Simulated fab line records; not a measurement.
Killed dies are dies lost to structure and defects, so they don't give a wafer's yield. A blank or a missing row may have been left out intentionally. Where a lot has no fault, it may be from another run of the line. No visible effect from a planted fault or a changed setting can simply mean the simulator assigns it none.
Which tool was responsible? :: flow nand harc :: 6 lots with 18 wafers sampled at 5 steps, on a route of 1302 steps

WHAT EACH GAUGE READ, for each wafer
NHARC_END_SORT_01.
lot: L452
measured: day 25 19:49
on: prober-01
defect limited yield (%): 92.6 92.5 90.8

lot: L460
measured: day 30 12:04
on: prober-02
defect limited yield (%): 94.2 0 95.1

EACH LOT AND THE TOOL THAT RAN IT (in order: tool; ch and the chambers of the sampled wafers; start)
lot: L448
NHARC_A_BLC_PVD_32: pvd sputter-02, day 22 23:28 or earlier
NHARC_A_BLC_ALD_23: ald metal-04 ch 0,1,3, day 22 23:28
NHARC_A_M0_DESCUM_14: rie diel-05 ch 1,2, day 23 01:37
NHARC_A_M0_ETCH_15: rie diel-05 ch 0,2,3, day 23 01:47

lot: L452
NHARC_A_BLC_PVD_32: pvd sputter-01, day 24 01:23 or earlier
NHARC_A_BLC_ALD_23: ald metal-02 ch 0,3, day 24 01:23
NHARC_A_M0_DESCUM_14: rie diel-05 ch 0,3, day 24 03:29
NHARC_A_M0_ETCH_15: rie diel-05 ch 1,2,3, day 24 03:39

lot: L459
NHARC_A_BLC_PVD_32: pvd sputter-02, day 26 12:32 or earlier
NHARC_A_BLC_ALD_23: ald metal-01 ch 2,3, day 26 12:32
NHARC_A_M0_DESCUM_14: rie diel-05 ch 1,2, day 26 14:44
NHARC_A_M0_ETCH_15: rie diel-05 ch 0,2,3, day 26 14:55

lot: L460
NHARC_A_BLC_PVD_32: pvd sputter-03, day 28 21:50 or earlier
NHARC_A_BLC_ALD_23: ald metal-01 ch 0,1,3, day 28 21:50
NHARC_A_M0_DESCUM_14: rie diel-05 ch 0,1,2, day 29 00:04
NHARC_A_M0_ETCH_15: rie diel-05 ch 0,2,3, day 29 00:14

lot: L467
NHARC_A_BLC_PVD_32: pvd sputter-03, day 30 19:36 or earlier
NHARC_A_BLC_ALD_23: ald metal-01 ch 0,3, day 30 19:36
NHARC_A_M0_DESCUM_14: rie diel-06 ch 2,3, day 30 21:41
NHARC_A_M0_ETCH_15: rie diel-06 ch 1,2,3, day 30 21:52

lot: L469
NHARC_A_BLC_PVD_32: pvd sputter-01, day 33 13:08 or earlier
NHARC_A_BLC_ALD_23: ald metal-04 ch 0,1, day 33 13:08
NHARC_A_M0_DESCUM_14: rie diel-13 ch 1,2, day 33 15:22
NHARC_A_M0_ETCH_15: rie diel-13 ch 0,1,2, day 33 15:33
- NHARC_A_BLC_PVD_32: deposits Ti, target thk 5 nm, time 17.7 s.
- NHARC_A_BLC_ALD_23: deposits TiN, target thk 3 nm, pulse time 1 s, ald cycles 150.
- NHARC_A_M0_DESCUM_14: chemistry O2, time 3 s.
- NHARC_A_M0_ETCH_15: etches the open film in C4F8/Ar, target depth 150 nm, overetch 15 nm, time 82.5 s.

THE ANSWER, worked out from the rows above alone
Rule: what is usual is taken from the lots themselves. The widest of any qualifying gaps counts: lots, ordered by their means at a reading, are off when they make up no more than a third of the lots, leave a main group of 4 or more, and stand apart from it by 3 or more times the standard deviation of that group's means. The tables above print the reading to a certain number of digits; a main group whose means all agree to those digits is not used. Also off: a lot with no number at a reading for which 4 or more lots have one. All remaining lots with rows at the step are treated as sound.
Nothing can be told from this: no lot is off at any reading shown.

WHAT THE SIMULATOR HAD PUT IN
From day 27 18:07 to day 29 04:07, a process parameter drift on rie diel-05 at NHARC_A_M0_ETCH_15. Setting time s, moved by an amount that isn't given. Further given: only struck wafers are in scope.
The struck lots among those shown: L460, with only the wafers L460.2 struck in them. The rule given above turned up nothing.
